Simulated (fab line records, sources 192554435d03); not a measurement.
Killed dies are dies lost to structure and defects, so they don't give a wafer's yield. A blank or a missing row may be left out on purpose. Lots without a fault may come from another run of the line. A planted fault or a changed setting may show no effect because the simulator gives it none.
Chamber matching | flow n5_finfet | N5_FIN_SAQP_HM_OPEN_73 on rie_diel-04: 4 sister chambers
The step chemistry CHF3/O2, target SiO2, stops on a-Si, target depth 12 nm, time 16.8 s. 8 wafers are shown with their chamber, then 9 later ones without.

WAFERS WITH THEIR CHAMBER
wafer  | chamber | rf_vpp_V (V) | showerhead_plenum_p_Torr (Torr)
L083.1 | 0       | 507          | 2.32
L083.3 | 3       | 541          | 2.38
L083.6 | 3       | 540          | 2.38
L084.3 | 1       | 492          | 2.49
L084.6 | 2       | 535          | 2.38
L086.2 | 2       | 534          | 2.38
L086.3 | 1       | 491          | 2.48
L086.6 | 0       | 507          | 2.32

WAFERS WITHOUT THEIR CHAMBER
wafer  | rf_vpp_V (V) | showerhead_plenum_p_Torr (Torr)
L090.1 | 492          | 2.48
L090.3 | 542          | 2.37
L090.5 | 508          | 2.32
L092.1 | 535          | 2.38
L092.2 | 542          | 2.37
L092.3 | 491          | 2.48
L092.4 | 506          | 2.32
L092.5 | 506          | 2.32
L092.6 | 491          | 2.48

WHICH CHAMBER EACH WENT THROUGH
wafer  | from the rows above | in truth
L090.1 | 1                   | 1
L090.3 | 3                   | 3
L090.5 | 0                   | 0
L092.1 | 2                   | 2
L092.2 | 3                   | 3
L092.3 | 1                   | 1
L092.4 | 0                   | 0
L092.5 | 0                   | 0
L092.6 | 1                   | 1
Placed correctly: 9 of 9. Can't be placed from these rows: 0. Placed wrongly: 0.
How it was worked out, from the rows above alone: a wafer's distance from a chamber is the root of the sum, over the readings, of the square of ((its reading less the chamber's mean) divided by the reading's scatter). The wafer belongs to the nearest chamber; if the next one is less than 2 further off, it can't be placed. A chamber's mean is the mean of its shown wafers. The scatter: the root of (the sum of the squares of (reading less its chamber's mean) over the shown wafers, divided by (wafers less chambers)).
